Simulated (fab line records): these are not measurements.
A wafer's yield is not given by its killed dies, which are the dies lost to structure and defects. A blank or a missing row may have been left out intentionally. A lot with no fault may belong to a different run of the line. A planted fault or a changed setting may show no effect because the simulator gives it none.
Which tool was responsible?    flow nand harc    6 lots (18 wafers sampled), 1 step of a 1302-step route

## WHAT EACH GAUGE READ, for each wafer
NHARC_P_START_INSPECT_01.
lot   measured     on                 raw defect count
L414  day 2 06:03  defect inspect-01  4 6 0
L417  day 3 12:02  defect inspect-02  4 4 3
L421  day 5 04:02  defect inspect-01  3 4 6
L424  day 6 10:03  defect inspect-02  4 5 2
L426  day 7 06:02  defect inspect-01  2 2 2
L428  day 8 02:02  defect inspect-01  2 4 3

## EACH LOT AND THE TOOL THAT RAN IT (in order: tool; ch and the chambers of the sampled wafers; start)
There is no process step in the record ahead of these readings.

## THE ANSWER, worked out from the rows above alone
Rule: the lots themselves supply what counts as usual. Put in order of their means at a reading, lots are off if they are a third of the lots or fewer, leave a main group of 4 or more, and stand apart from it by a gap of 3 or more times the standard deviation of the main group's means; of several such gaps the widest counts. A main group is skipped when, at the precision printed for the reading in the tables above, its means are all equal. Also off: a lot with no number at a reading for which 4 or more lots have one. The other lots that the step has rows for count as sound.
No lot is off at any reading shown: from this, nothing can be told.

## WHAT WAS PUT IN BY THE SIMULATOR
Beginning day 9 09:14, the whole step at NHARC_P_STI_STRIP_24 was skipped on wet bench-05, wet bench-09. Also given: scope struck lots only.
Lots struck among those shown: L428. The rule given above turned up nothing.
